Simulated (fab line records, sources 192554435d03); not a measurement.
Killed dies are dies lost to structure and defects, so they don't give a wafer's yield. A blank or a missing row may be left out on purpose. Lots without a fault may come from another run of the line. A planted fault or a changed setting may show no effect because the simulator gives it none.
A struck lot beside a sound one | flow n5_finfet | 29 steps out of a route of 1938
Sound: wafers L236.4, L236.5, L236.6. Struck: wafers L238.2, L238.4, L238.6. The cause comes at the end.
At each step with rows: each side's tool, then ch and its chambers, then its first start. Under that, the readings that differ: sound wafers | struck wafers | difference of the means | sigmas: that difference in standard deviations of wafers without a fault.
alike: readings whose means differ by less than 2 such deviations, and words and numbers that are the same on both sides. not compared: withheld readings, readings that some wafer has no value for, bounds like >300 that may hide the same value, and numbers for which the record gives no deviation and whose values overlap.
The two part at a step that has a row with sigmas, a row that says differs or no value, or rows on one side only. Numbers that don't overlap but have no deviation are shown without sigmas and don't part them. A reading that every wafer of one side lacks parts them only if that side has two wafers or more.

first, 11 steps without rows for these wafers: N5_BEOL_M1_SPUTTER_92 (material Cu, target thk 4.5 nm, time 8.29 s); N5_BEOL_M1_ANNEAL_93 (time 240 s); N5_BEOL_M1_SPUTTER_94 (material Cu, target thk 4.5 nm, time 8.29 s); N5_BEOL_M1_ANNEAL_95 (time 240 s); N5_BEOL_M1_SPUTTER_96 (material Cu, target thk 4.5 nm, time 8.29 s); N5_BEOL_M1_ECD_50 (material Cu, target thk 300 nm); N5_BEOL_M1_ANNEAL_51 (time 90 s); N5_BEOL_M1_CMP_52 (polishes, stops on SiOC, t overpolish 6.8 s, target thk 40 nm); N5_BEOL_M1_PRE_CLEAN_60 (time 15 s); N5_BEOL_M1_CO_CAP_55 (material Co, precursor CCTBA/H2, target thk 2 nm, time 102.1 s); N5_BEOL_M1_PRE_CLEAN_56 (time 15 s).
N5_BEOL_M1_DEP_57: deposits SiCN from 3MS/NH3, target thk 8 nm, time 14 s.
  sound on pecvd-03 ch 0,1,2, day 9 09:16; struck on pecvd-03 ch 0,2, day 9 15:39
  alike: rf_fwd_power_W, showerhead_plenum_p_Torr, throttle_valve_pct
N5_BEOL_M1_INSPECT_59: inspects for defects (darkfield).
  sound on defect_inspect-02, day 9 09:20; struck on defect_inspect-01, day 9 15:44
  reading          | sound    | struck         | difference | sigmas
  raw_defect_count | 57 81 56 | 1346 1381 1474 | +1336      | +58
then, 12 steps without rows for these wafers: N5_BEOL_M2_ILD_DEP_00 (deposits SiOC from DEMS/O2, target thk 79 nm, time 15.3 s); N5_BEOL_M2_PECVD_72 (deposits SiO2 from TEOS/O2, target thk 16 nm, time 18 s); N5_BEOL_M2_HM_DEP_02 (deposits TiN, target thk 20 nm); N5_BEOL_M2_COAT_61 (time 60 s, resist thk 60 nm); N5_BEOL_M2_COAT_62 (time 60 s, resist thk 12 nm); N5_BEOL_M2_COAT_73 (time 60 s, resist thk 5 nm); N5_BEOL_M2_COAT_05 (resist thk 30 nm); N5_BEOL_M2_EBR_07; N5_BEOL_M2_SOFTBAKE_06 (time 60 s); N5_BEOL_M2_EXPOSE_08 (exposes mask M2); N5_BEOL_M2_PEB_09 (peb time 60 s); N5_BEOL_M2_DEVELOP_10 (develop time 30 s).
N5_BEOL_M2_INSPECT_13: inspects for defects (brightfield).
  sound on defect_inspect-02, day 9 11:42; struck on defect_inspect-02, day 9 19:11
  reading          | sound       | struck         | difference | sigmas
  raw_defect_count | 307 628 522 | 1636 1801 1709 | +1230      | +15
then, 1 step without rows for these wafers: N5_BEOL_M2_DESCUM_16 (chemistry O2, time 7 s).
N5_BEOL_M4_RC_MEAS_101:
  sound on prober-01 ch 0, day 10 17:12; struck on prober-02 ch 0, day 11 05:19
  alike: DIBL_N, DIBL_P, IOFF_N, IOFF_P, ION_N, ION_P, SS_N, SS_P, VT_N, VT_P
-- the record jumps here: 5 days lie between the struck wafers' starts before and after (it left off in module BEOL_M4 and takes up again in module PASSIVATION, whose first step shown is number 1936 of the route) --
N5_PASSIVATION_PROBE_49:
  sound on prober-01, day 15 02:58; struck on prober-01, day 15 19:18
  reading                  | sound | struck         | difference | sigmas
  defect_limited_yield (%) | 91.0  | 79.6 86.4 80.3 | -8.9       | -6
  killed_at_M0_to_M3       | 5     | 188 110 178    | +154       | +16
  killed_at_M4_up          | 26    | 12 9 16        | -14        | -2
  killed_dies              | 106   | 241 161 233    | +106       | +6
  sort_bin_5_function (%)  | 5.2   | 12.2 8.0 13.1  | +5.9       | +6
  sort_n_pass              | 1074  | 939 1019 947   | -106       | -6
  sort_yield_pct (%)       | 91.0  | 79.6 86.4 80.3 | -8.9       | -6
  alike: killed_at_contacts, killed_at_front_end, killed_at_other, killed_open, killed_short, sort_bin_6_memory

WHERE THEY PART
First at N5_BEOL_M1_INSPECT_59; last, within this record, at N5_PASSIVATION_PROBE_49.

WHY: what the simulator had put in
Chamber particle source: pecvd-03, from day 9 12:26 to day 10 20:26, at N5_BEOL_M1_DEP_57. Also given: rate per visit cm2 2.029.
